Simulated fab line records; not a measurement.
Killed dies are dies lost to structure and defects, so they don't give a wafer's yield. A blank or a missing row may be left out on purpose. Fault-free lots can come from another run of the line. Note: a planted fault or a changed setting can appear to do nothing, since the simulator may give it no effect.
Struck lot and sound lot, side by side | flow nand-harc | 25 out of 1302 route steps
Sound: the wafers L705.1, L705.3, L705.4. The struck wafers were L704.1, L704.4, L704.6. The cause is given at the end.
At each step with rows: each side's tool, then ch and its chambers, then its first start. Under that, the readings that differ: sound wafers | struck wafers | difference of the means | sigmas: that difference in standard deviations of wafers without a fault.
alike: readings with means less than 2 such deviations apart, plus words and numbers identical on both sides. not compared: withheld readings, readings lacking a value on some wafer, bounds such as >300 that could conceal the same value, and numbers that have no deviation in the record and whose values overlap.
A row with sigmas, a row that says differs or no value, or rows on one side alone: a step with any of these is where the two part. Non-overlapping numbers with no deviation appear without sigmas and do not part them. A reading that every wafer of one side lacks parts them only if that side has two wafers or more.

first, 5 steps without rows for these wafers: NHARC_P_GATE_STRIP_15 (strips in SPM, time 780 s); NHARC_P_GATE_PRECLEAN_71 (cleans in SC1); NHARC_P_GATE_SRD_72; NHARC_P_GATE_OXIDE_16 (material SiO2, target thk 3 nm, ox time 392 s); NHARC_P_GATE_CVD_17 (deposits poly-Si, target thk 150 nm, time 900 s).
NHARC_P_GATE_HM_DEP_102: deposits aC, target thk 120 nm.
  sound on acl-dep-02 ch 0, day 8 18:58; struck on acl-dep-03 ch 0, day 8 08:51
  alike: throttle-valve-pct
NHARC_P_GATE_DEP_103: deposits SiON, target thk 30 nm.
  sound on pecvd-04 ch 0,1,2, day 8 19:39; struck on pecvd-01 ch 1,2, day 8 09:31
  alike: heater-power-w
then, 5 steps without rows for these wafers: NHARC_P_GATE_DEHYDRATE_18 (time 120 s); NHARC_P_GATE_HMDS_19 (time 30 s); NHARC_P_GATE_COAT_20 (resist thk 90 nm); NHARC_P_GATE_SOFTBAKE_21 (time 55 s); NHARC_P_GATE_EBR_22.
NHARC_P_GATE_EXPOSE_23: exposes mask P GATE, target cd 120 nm.
  sound on arfi-scanner-03 ch 0, day 8 20:10; struck on arfi-scanner-01 ch 0, day 8 10:04
  reading | sound                      | struck                              | difference | sigmas
  mask    | P_GATE#0 P_GATE#0 P_GATE#0 | P_GATE_R1#0 P_GATE_R1#0 P_GATE_R1#0 | differs    |
then, 2 steps without rows for these wafers: NHARC_P_GATE_PEB_24 (peb time 65 s); NHARC_P_GATE_DEVELOP_25 (develop time 35 s).
NHARC_P_GATE_CD_MEAS_26: target cd 120 nm.
  sound on cd-sem-03 ch 0, day 8 20:18; struck on cd-sem-02 ch 0, day 8 10:12
  reading    | sound             | struck            | difference | sigmas
  cd-nm (nm) | 120.2 120.0 120.0 | 114.9 114.8 115.6 | -5.0       | -9
NHARC_P_GATE_OVL_MEAS_27:
  sound: overlay-01 at day 8 20:23; struck: overlay-01 at day 8 10:17
  reading           | sound          | struck       | difference | sigmas
  overlay-x-nm (nm) | -1.8 -1.9 -2.1 | 0.2 0.1 -0.1 | +2.0       | +2
  alike: overlay-y-nm
NHARC_P_GATE_INSPECT_28:
  sound: defect-inspect-02 at day 8 20:25; struck: defect-inspect-02 at day 8 10:19
  alike: raw-defect-count
NHARC_P_GATE_DESCUM_31: chemistry O2, time 3 s.
  sound on rie-diel-04 ch 0,1,2, day 8 20:29; struck on rie-diel-03 ch 0,3, day 8 10:23
  reading                 | sound             | struck            | difference | sigmas
  model.P_GATE.cd-nm (nm) | 120.3 119.9 119.9 | 114.6 115.4 116.1 | -4.7       |
  alike: drypump-motor-current-A, oes-product-au, rf-vpp-V, showerhead-plenum-p-Torr, throttle-valve-pct
  not compared: rf-hours-counter-h
NHARC_P_GATE_ETCH_104: etches the open film in CF4/CHF3, target depth 60 nm.
  sound on rie-diel-04 ch 0,1,3, day 8 20:34; struck on rie-diel-03 ch 0,2,3, day 8 10:28
  alike: drypump-motor-current-A, oes-product-au, rf-vpp-V, showerhead-plenum-p-Torr, throttle-valve-pct
then, 2 steps without rows for these wafers: NHARC_P_GATE_HM_OPEN_105 (chemistry O2/COS, target depth 360 nm); NHARC_P_GATE_STRIP_106 (strips in O2/COS).
NHARC_P_GATE_ETCH_114: etches the open film in CF4/O2, target depth 30 nm, overetch 3 nm, time 16.5 s.
  sound: rie-diel-04 ch 0,2,3; struck: rie-diel-03 ch 1,2
  alike: drypump-motor-current-A, oes-product-au, rf-vpp-V, showerhead-plenum-p-Torr, throttle-valve-pct
  not compared: rf-hours-counter-h
NHARC_P_GATE_ETCH_32: etches the open film in HBr/Cl2, target depth 150 nm, time 100.1 s.
  sound on rie-si-03 ch 0,2,3, day 8 20:57; struck on rie-si-03 ch 0,1, day 8 10:50
  alike: drypump-motor-current-A, oes-product-au, throttle-valve-pct
  not compared: rf-hours-counter-h, model.P_GATE.cd-nm
NHARC_P_GATE_STRIP_108: strips in O2.
  sound on rie-diel-04 ch 1,2,3, day 8 21:07; struck on rie-diel-09 ch 1,2,3, day 8 11:01
  alike: drypump-motor-current-A, oes-product-au, rf-vpp-V, showerhead-plenum-p-Torr, throttle-valve-pct
  not compared: rf-hours-counter-h

WHERE THEY PART
Last at NHARC_P_GATE_OVL_MEAS_27 as far as this record goes, first at NHARC_P_GATE_EXPOSE_23. Later steps at which nothing parts them and some readings are alike: NHARC_P_GATE_INSPECT_28, NHARC_P_GATE_DESCUM_31, NHARC_P_GATE_ETCH_104, NHARC_P_GATE_ETCH_114, NHARC_P_GATE_ETCH_32, NHARC_P_GATE_STRIP_108.

WHY: what had been put in by the simulator
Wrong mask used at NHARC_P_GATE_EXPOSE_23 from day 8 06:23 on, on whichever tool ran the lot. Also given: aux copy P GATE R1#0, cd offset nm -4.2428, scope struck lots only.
